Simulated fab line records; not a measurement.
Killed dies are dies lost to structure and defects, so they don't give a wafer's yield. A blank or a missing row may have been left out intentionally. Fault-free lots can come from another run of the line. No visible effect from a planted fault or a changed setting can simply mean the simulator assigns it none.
Matching of chambers | flow nand harc | 4 sister chambers for NHARC_A_STAIRCASE_TRIM_196 on rie diel-07
The step chemistry O2, time 211.2 s. 16 wafers are shown with their chamber, then 8 later ones without.

WAFERS, EACH WITH ITS CHAMBER
wafer  | chamber | showerhead plenum p Torr (Torr) | drypump motor current A (A) | rf vpp V (V)
L075.2 | 2       | 3.37                            | 6.1                         | 56.5
L075.4 | 3       | 3.61                            | 5.7                         | 57.6
L075.6 | 3       | 3.61                            | 5.7                         | 57.9
L080.2 | 3       | 3.61                            | 5.7                         | 59.0
L080.3 | 1       | 3.33                            | 5.6                         | 57.0
L080.6 | 0       | 3.80                            | 6.3                         | 60.0
L088.2 | 3       | 3.60                            | 5.7                         | 57.8
L088.4 | 0       | 3.79                            | 6.3                         | 57.5
L088.5 | 2       | 3.35                            | 6.0                         | 58.9
L090.1 | 2       | 3.35                            | 6.1                         | 58.3
L090.3 | 3       | 3.60                            | 5.7                         | 58.1
L090.5 | 3       | 3.60                            | 5.7                         | 58.3
L091.4 | 1       | 3.31                            | 5.7                         | 57.0
L091.5 | 0       | 3.79                            | 6.2                         | 59.2
L091.6 | 3       | 3.60                            | 5.7                         | 58.8
L094.1 | 0       | 3.79                            | 6.3                         | 59.0

SIGNATURES, as means of the wafers listed above
reading                  | chamber 0 | chamber 1 | chamber 2 | chamber 3 | scatter within a chamber
showerhead plenum p Torr | 3.7925    | 3.3200    | 3.3567    | 3.6043    | 0.00771
drypump motor current A  | 6.275     | 5.650     | 6.067     | 5.700     | 0.04
rf vpp V                 | 58.925    | 57.000    | 57.900    | 58.214    | 0.817
Rule: distance of a wafer from a chamber = root of the sum over the readings of ((wafer's reading minus chamber's mean) / reading's scatter) squared. If the next closest chamber is less than 2 further off than the closest, the wafer can't be placed; otherwise it belongs to the closest. The scatter: the root of (the sum of the squares of (reading less its chamber's mean) over the shown wafers, divided by (wafers less chambers)).

WAFERS WITHOUT THEIR CHAMBER
wafer  | showerhead plenum p Torr (Torr) | drypump motor current A (A) | rf vpp V (V)
L094.2 | 3.60                            | 5.7                         | 57.7
L094.3 | 3.35                            | 6.1                         | 56.8
L094.4 | 3.31                            | 5.6                         | 56.3
L094.5 | 3.60                            | 5.8                         | 57.9
L094.6 | 3.79                            | 6.3                         | 57.0
L095.1 | 3.31                            | 5.6                         | 56.7
L095.2 | 3.60                            | 5.7                         | 57.3
L095.3 | 3.79                            | 6.3                         | 59.3

CHAMBER TAKEN BY EACH
wafer  | from the rows above | in truth
L094.2 | 3                   | 3
L094.3 | 2                   | 2
L094.4 | 1                   | 1
L094.5 | 3                   | 3
L094.6 | 0                   | 0
L095.1 | 1                   | 1
L095.2 | 3                   | 3
L095.3 | 0                   | 0
8 of 8 placed correctly. Number that these rows cannot place: 0. 0 placed wrongly.
